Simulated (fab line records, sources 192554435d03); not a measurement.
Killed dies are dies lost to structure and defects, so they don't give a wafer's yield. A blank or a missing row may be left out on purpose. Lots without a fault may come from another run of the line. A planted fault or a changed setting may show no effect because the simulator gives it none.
fab line records | flow n5_finfet
record lots=3 wafers=9 last_day=17
route steps=1938 shown SDB@361 DUMMY_REMOVAL@377 HKMG_FIN@385 GATE_CUT@469 BEOL_M4@1111 PASSIVATION@1936
lots that met no fault: from a run of the same line without faults
start_h: hours from the record's first day to the start of the lot's first wafer shown | wait_h: hours since the lot's step before | " the same as in the row above | L1.1+2: a row that stands for several wafers | - no value, or no start given | * or withheld: withheld | < > ~ a bound
route shown NAME@n: a module of which the file shows steps, and the number in the route of the first | usual: mean/standard deviation of fault-free wafers | same: alike in all rows | chamber/n: place in a boat | sites: the reading at each site | _std_site: their standard deviation | _edge_site: outer sites' mean less inner sites' | radius_mm: how far each site lies from the wafer's centre | mask NAME#n: copy n | behind: the tool/chamber that last shaped the wafer | hold: why the lot was held/for how many hours/how that ended | device: the transistor (n, p or np) that didn't switch | end of line: the same wafers' tests at the end of the route | a step without rows: its recipe alone | killed: dies lost to structure and defects at the first sort, not the wafer's yield | map: a wafer's dies, x killed, . not, _ none there
set.NAME: the setting as run; set.NAME@STEP: as run at that earlier step | model.NAME: the simulator's own value behind a step, which no gauge read
lots at some steps of the route; a table a step, a row a wafer
services: from which hour (start_h, from the record's first day; less than 0 if before it) a tool's chamber was out of use, for how many hours, and why
## steps
# step N5_SDB_ETCH_18
# recipe chemistry=N2/H2 target=SOC target_depth_a=1000 overetch_a=200 mask_material=SiARC temp_c=40 time_s=150 ion_energy_ev=200 pressure_mtorr=30 source_w=840 bias_w=150 n2_flow_sccm=200 h2_flow_sccm=200
# step N5_SDB_STRIP_19
# recipe chemistry=N2/H2 temp_c=40 n2_flow_sccm=200 h2_flow_sccm=200 rf_frequency_hz=6e+07
# step N5_SDB_STRIP_21
# recipe chemistry=CF4 resist=SiARC power_w=300 bias_power_w=75 pressure_mtorr=50 cf4_flow_sccm=150 rf_frequency_hz=6e+07
# step N5_SDB_HM_OPEN_20
# recipe chemistry=CH3F/O2 target=SiNx mask_material=SOC target_depth_a=240 stop_on=poly-Si over_etch_frac=0.4 ion_energy_ev=120 pressure_mtorr=30 source_w=395 bias_w=73 Ar_flow_sccm=150 CH3F_flow_sccm=30 O2_flow_sccm=20
# step N5_SDB_STRIP_22
# recipe chemistry=N2/H2 power_w=1000 temp_c=250 h2_frac=0.65 overash_fraction=0.3 pressure_mtorr=withheld n2_flow_sccm=1750 h2_flow_sccm=3250
# step N5_SDB_PRECLEAN_23
# recipe chemistry=dHF time_s=30 temp_c=25 dilution=withheld
# step N5_SDB_DUMMY_REMOVE_24
# recipe chemistry=TMAH temp_c=70 target=poly-Si stop_on=SiO2 target_depth_nm=142 conc_wt_pct=5 time_s=57 dry=ipa_marangoni rinse_time_s=30 rinse_temp_c=23
# step N5_SDB_ETCH_25
# recipe chemistry=C4F6/O2 target=SiO2 target_depth_a=100 time_s=3.3 ion_energy_ev=250 mask_material=SiNx pressure_mtorr=30 source_w=345 bias_w=185 Ar_flow_sccm=300 C4F6_flow_sccm=10 O2_flow_sccm=10
# step N5_SDB_CUT_ETCH_26
# recipe chemistry=HBr/Cl2/O2 target=Si target_depth_a=1296 bt_time_s=20 mask_material=SiNx time_s=51.8 ion_energy_ev=* bias_w=* pressure_mtorr=10 icp_w=800 HBr_flow_sccm=150 Cl2_flow_sccm=80 O2_flow_sccm=12
# step N5_SDB_PRECLEAN_38
# recipe chemistry=dHF time_s=10 dilution=750:1 temp_c=25
# step N5_SDB_PRECLEAN_39
# recipe chemistry=O3/DIW time_s=45 temp_c=22 o3_ppm=10
# step N5_SDB_SRD_28
# recipe dry=ipa_marangoni time_s=30 temp_c=23 rinse_liquid=diw
# step N5_SDB_ALD_29
# recipe material=SiNx target_thk_a=300 temp_c=400 ald_precursor_family=SiH2I2 ald_co_reactant=N2/H2-plasma pulse_time_s=1 ald_cycles=600 purge_time_s=2 co_reactant_purge_time_s=2 pressure_torr=2
# usual ald_cycles=600/0 heater_power_w=807/83 precursor_pulse_height_rel=0.999/0.02
# columns lot.wafer tool chamber start_h wait_h ald_cycles heater_power_w precursor_pulse_height_rel model.SiNx_of_SDB_ALD_29.thk_nm
L355.1 ald_sin-04 3 98.21 0.0 600 836 1.035 30.2
L355.3 " 1 " " 600 830 1.008 30.2
L355.6 " 2 99.56 1.4 600 926 1.002 30
L364.1 ald_sin-04 2 155.62 0.0 600 941 0.988 30
L364.2 " 0 " " 600 835 0.977 30
L364.4 " 1 " " 421 840 1.004 21.2
L372.2 ald_sin-03 0 200.56 0.0 600 845 1.001 30
L372.5 " 2 201.92 1.4 600 732 1.015 30
L372.6 " 1 " " 600 624 0.984 30
# step N5_SDB_CMP_30
# recipe stop_on=poly-Si t_overpolish_s=1.54 post_cmp_clean=alkaline_brush down_force_psi=4.1491 platen_rpm=51.796 pad_velocity_m_s=1.0306 target_thk_nm=30
# step N5_DUMMY_REMOVAL_HM_STRIP_01
# recipe chemistry=CH3F/O2 material=SiNx target_depth_a=40 stop_on=poly-Si time_s=6.8 over_etch_frac=0.3 ion_energy_ev=60 power_w=410 bias_w=29 Ar_flow_sccm=150 CH3F_flow_sccm=30 O2_flow_sccm=20
# step N5_DUMMY_REMOVAL_STRIP_10
# recipe chemistry=N2/H2 time_s=40 power_w=100 temp_c=40 pressure_mtorr=100 rf_frequency_hz=6e+07 bias_power_w=3 n2_flow_sccm=300 h2_flow_sccm=300
# step N5_DUMMY_REMOVAL_PRECLEAN_07
# recipe chemistry=dHF time_s=30 temp_c=25 dilution=withheld
# step N5_DUMMY_REMOVAL_DUMMY_REMOVE_02
# recipe chemistry=TMAH temp_c=70 target=poly-Si stop_on=SiO2 target_depth_nm=142 conc_wt_pct=5 time_s=57 dry=ipa_marangoni rinse_time_s=30 rinse_temp_c=23
# step N5_DUMMY_REMOVAL_PRECLEAN_08
# recipe chemistry=NF3:NH3 afs_cycles=2 temp_c=30 time_s=20 sublimation_temp_c=180 sublimation_time_s=60 pressure_torr=3 rf_power_w=30
# step N5_DUMMY_REMOVAL_PRECLEAN_04
# recipe chemistry=DHF time_s=37 temp_c=25 dilution=500:1
# step N5_DUMMY_REMOVAL_SRD_05
# recipe dry=ipa_marangoni do_ppb=5 time_s=30 temp_c=23 rinse_liquid=diw
# step N5_HKMG_FIN_IL_REGROW_00
# recipe material=SiO2 target_thk_a=7.5 chemistry=O3 temp_c=withheld time_s=30
# step N5_HKMG_FIN_HK_ALD_01
# recipe material=HfO2 target_thk_a=16 temp_c=withheld ald_precursor_family=HfCl4 ald_co_reactant=H2O pulse_time_s=3 purge_time_s=3 co_reactant_purge_time_s=2.5 co_reactant_pulse_time_s=0.3 ald_cycles=30
# step N5_HKMG_FIN_HK_ANNEAL_02
# recipe temp_c=700 time_s=30 ambient=N2 idle_temp_c=600 ramp_up_c_per_s=150 ramp_down_c_per_s=60 cool_to_c=600
# step N5_HKMG_FIN_ALD_74
# recipe material=La2O3 target_thk_a=5 temp_c=250 ald_precursor_family=La-Cp ald_co_reactant=O3 pulse_time_s=6 co_reactant_pulse_time_s=1 purge_time_s=3 co_reactant_purge_time_s=3
# step N5_HKMG_FIN_ALD_75
# recipe material=Al2O3 target_thk_a=10 temp_c=150 ald_precursor_family=TMA ald_co_reactant=H2O pulse_time_s=withheld co_reactant_pulse_time_s=1
# step N5_HKMG_FIN_COAT_41
# recipe resist=SOC temp_c=250 time_s=60 spin_rpm=1500 resist_thk_nm=300
# step N5_HKMG_FIN_COAT_42
# recipe resist=SiARC temp_c=220 time_s=60 spin_rpm=1500 resist_thk_nm=35
# step N5_HKMG_FIN_COAT_43
# recipe resist=CAR-ArF spin_rpm=1500 resist_thk_nm=90
# step N5_HKMG_FIN_EBR_45
# recipe solvent=PGMEA ebr_width_mm=1.5
# step N5_HKMG_FIN_SOFTBAKE_44
# recipe temp_c=110 time_s=60 resist=CAR-ArF
# step N5_HKMG_FIN_EXPOSE_46
# recipe mask_id=NDIPOLE na=1.35 source_shape=conventional sigma_outer=0.8 polarization=unpolarized dose_mj=40
# step N5_HKMG_FIN_PEB_47
# recipe peb_temp_c=withheld peb_time_s=60 resist=CAR-ArF
# step N5_HKMG_FIN_DEVELOP_48
# recipe develop_time_s=30 developer=TMAH resist=CAR-ArF rinse_liquid=diw dry=air_spin dev_temp_c=23
# step N5_HKMG_FIN_DESCUM_53
# recipe chemistry=O2 time_s=7.9 source_power_w=50 bias_power_w=20 pressure_mtorr=20 rf_frequency_hz=2.712e+07 temp_c=40 resist=CAR-ArF o2_flow_sccm=225
# step N5_HKMG_FIN_ETCH_54
# recipe chemistry=CF4 target=SiARC target_depth_a=455 mask_material=CAR-ArF time_s=75.8 ion_energy_ev=80 pressure_mtorr=40 source_w=545 bias_w=36 Ar_flow_sccm=100 cf4_flow_sccm=100 ends=cleared
# step N5_GATE_CUT_ETCH_58
# recipe chemistry=CH3F/O2 target=SiNx target_depth_a=170 time_s=128.6 ion_energy_ev=50 pressure_mtorr=30 source_w=415 bias_w=21 Ar_flow_sccm=150 CH3F_flow_sccm=30 O2_flow_sccm=20
# usual drypump_motor_current_A=5.8/0.39 oes_product_au=0.75/0.077 rf_vpp_V=99.2/1 showerhead_plenum_p_Torr=2.00/0.075 throttle_valve_pct=16.49/0.22
# columns lot.wafer tool chamber start_h wait_h drypump_motor_current_A oes_product_au rf_hours_counter_h rf_vpp_V showerhead_plenum_p_Torr throttle_valve_pct model.SiNx_of_SDB_ALD_29.thk_nm
L355.1 rie_diel-01 1 111.81 0.2 4.9 0.72 183 99.1 2.07 16.46 24.6
L355.3 " 2 " " 6.1 0.74 129 99.1 1.94 16.15 24.8
L355.6 " 3 " " 5.8 0.69 - 100.0 1.96 16.67 24.6
L364.1 rie_diel-05 0 170.13 0.5 5.4 0.74 142 96.7 1.93 16.35 24.6
L364.2 " 2 " " 5.4 0.94 2 99.0 2.06 16.39 24.6
L364.4 " 0 " " 5.4 0.73 - 97.9 1.93 16.36 17.4
L372.2 rie_diel-06 1 213.49 0.2 6.2 0.77 167 101.2 2.07 16.63 24.4
L372.5 " 1 " " 6.2 0.76 - 99.2 2.07 16.61 24.4
L372.6 " 0 " " 5.5 0.69 - 98.5 1.90 16.79 24.6
# step N5_BEOL_M4_RC_MEAS_101
# usual DIBL_N=35.1/1.5 DIBL_P=35.2/2 IOFF_N=0.146/0.028 IOFF_P=0.20/0.036 ION_N=670/12 ION_P=462/8.2 SS_N=71.2/0.63 SS_P=73.1/0.7 VT_N=250/3.6 VT_P=-251/3.3
# columns lot.wafer tool chamber start_h wait_h DIBL_N[mV/V] DIBL_P[mV/V] IOFF_N[nA/um] IOFF_P[nA/um] ION_N[uA/um] ION_P[uA/um] SS_N[mV/dec] SS_P[mV/dec] VT_N[mV] VT_P[mV]
L355.1 prober-02 0 194.12 0.0 37.6 38.5 0.199 0.21 656 449 72.6 74.2 251 -252
L355.3 " 0 " " 36.3 36.9 0.172 0.19 674 458 71.5 73.6 247 -254
L355.6 " 0 " " 37.0 36.8 0.174 0.18 653 445 72.3 74.1 252 -255
L364.1 prober-02 0 267.76 0.0 35.2 35.8 0.147 0.18 672 464 71.0 72.5 250 -253
L364.2 " 0 " " 33.3 33.6 0.116 0.15 669 459 70.2 71.8 255 -254
L364.4 " 0 " " 33.8 34.2 0.122 0.16 667 462 70.7 72.6 254 -253
L372.2 prober-01 0 324.19 0.2 34.5 33.8 0.134 0.17 675 461 71.0 72.9 251 -253
L372.5 " 0 " " 33.5 32.9 0.116 0.15 665 460 70.5 72.2 252 -254
L372.6 " 0 " " 37.4 38.0 0.179 0.23 685 467 71.9 74.4 249 -250
# step N5_PASSIVATION_PROBE_49
# usual defect_limited_yield=91.4/1.4 killed_at_M0_to_M3=32/10 killed_at_M4_up=13/5.6 killed_at_contacts=13/6.6 killed_at_front_end=39/13 killed_at_other=3.4/2.8 killed_dies=101/17 killed_open=66/13 killed_short=33/7 sort_bin_5_function=5.0/0.93 sort_bin_6_memory=3.2/0.65 sort_n_pass=1078/17 sort_yield_pct=91.4/1.4
# same gross_dies=1180 killed_at_back_side=0 sort_bin_4_leakage[%]=0 sort_bin_8_speed[%]=0
# columns lot.wafer tool chamber start_h wait_h defect_limited_yield[%] killed_at_M0_to_M3 killed_at_M4_up killed_at_contacts killed_at_front_end killed_at_other killed_dies killed_open killed_short sort_bin_5_function[%] sort_bin_6_memory[%] sort_n_pass sort_yield_pct[%]
L355.1 prober-01 - 305.80 0.0 91.5 18 22 14 39 7 100 65 32 4.4 3.7 1080 91.5
L355.3 prober-01 - 305.90 0.1 91.4 26 26 17 28 4 101 70 29 5.3 3.1 1079 91.4
L355.6 prober-01 - 306.05 0.3 91.4 24 23 26 27 1 101 69 27 4.4 3.9 1079 91.4
L364.1 prober-01 - 365.05 0.0 94.0 27 6 7 27 4 71 51 20 3.3 2.4 1109 94.0
# killed by level:class
L355.1 MOL_CONTACT_COAG:geometric_particle:open=10 FIN_SAQP:geometric_particle:short=8 BEOL_M2:geometric_particle:open=7 BEOL_M4:geometric_particle:open=7 BEOL_M5:geometric_particle:open=7 STI_FIN_REVEAL:geometric_particle:open=6 FIN_SAQP:geometric_particle:open=5 DUMMY_GATE:geometric_particle:open=5
L355.3 BEOL_M4:geometric_particle:open=11 MOL_CONTACT_COAG:geometric_particle:open=10 FIN_SAQP:geometric_particle:short=9 BEOL_M2:geometric_particle:open=9 MOL_CONTACT_COAG:geometric_particle:short=7 BEOL_M5:geometric_particle:open=7 FIN_SAQP:geometric_particle:open=5 STI_FIN_REVEAL:geometric_particle:open=4
L355.6 MOL_CONTACT_COAG:geometric_particle:open=22 BEOL_M0_SAQP:geometric_particle:short=7 FIN_SAQP:geometric_particle:open=6 DUMMY_GATE:geometric_particle:open=6 BEOL_M4:geometric_particle:open=6 STI_FIN_REVEAL:geometric_particle:open=4 MOL_CONTACT_COAG:geometric_particle:short=4 BEOL_M0_SAQP:geometric_particle:open=4
L364.1 BEOL_M0_SAQP:geometric_particle:open=10 BEOL_M2:geometric_particle:open=6 STI_FIN_REVEAL:geometric_particle:open=5 BEOL_M0_SAQP:geometric_particle:short=5 MOL_CONTACT_COAG:geometric_particle:open=4 STARTING-WAFER:geometric_particle:open=4 DUMMY_GATE:geometric_particle:open=3 GATE_CUT:geometric_particle:open=3
## services
# columns tool chamber start_h hours kind
ald_sin-04 1 109.04 5.4 repair
rie_diel-06 3 115.07 1.5 repair
rie_diel-05 - 119.41 0.5 repair
rie_diel-05 2 138.77 - clean
rie_diel-05 2 138.77 - consumable_replace:esc
rie_diel-05 2 138.77 - consumable_replace:focus_ring
rie_diel-05 2 138.77 24.1 scheduled_down
rie_diel-05 2 138.77 24.1 vent_cycle
rie_diel-06 1 147.10 9.0 repair
rie_diel-05 1 148.74 7.9 repair
rie_diel-01 3 161.06 3.2 repair
rie_diel-06 0 162.19 6.6 repair
rie_diel-05 1 163.09 - clean
rie_diel-05 1 163.09 - consumable_replace:focus_ring
rie_diel-05 1 163.09 27.9 scheduled_down
rie_diel-05 1 163.09 27.9 vent_cycle
rie_diel-01 3 173.24 - clean
rie_diel-01 3 173.24 - consumable_replace:focus_ring
rie_diel-01 3 173.24 21.0 scheduled_down
rie_diel-01 3 173.24 21.0 vent_cycle
ald_sin-03 - 176.75 14.0 pm
ald_sin-03 0 176.75 14.0 vent_cycle
ald_sin-03 1 176.75 14.0 vent_cycle
ald_sin-03 2 176.75 14.0 vent_cycle
## key
first_sign step=N5_SDB_ALD_29 reading=ald_cycles direction=down sigmas=99+ usual=* struck=*
effect none on later readings
model_effect step=N5_SDB_ALD_29 value=SiNx_of_SDB_ALD_29.thk_nm without=30.2 struck=21.2
model_effect step=N5_GATE_CUT_ETCH_58 value=SiNx_of_SDB_ALD_29.thk_nm without=24.8 struck=17.4
met_at N5_SDB_ALD_29
struck_wafers L364.4
onset_between 98.21 155.62
fault kind=process_parameter_drift tool=ald_sin-04 chamber=- onset_h=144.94 steps=N5_SDB_ALD_29 channel=ald_cycles offset=* shape=step end_h=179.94 scope=struck_wafers_only acts_in=* stated=*
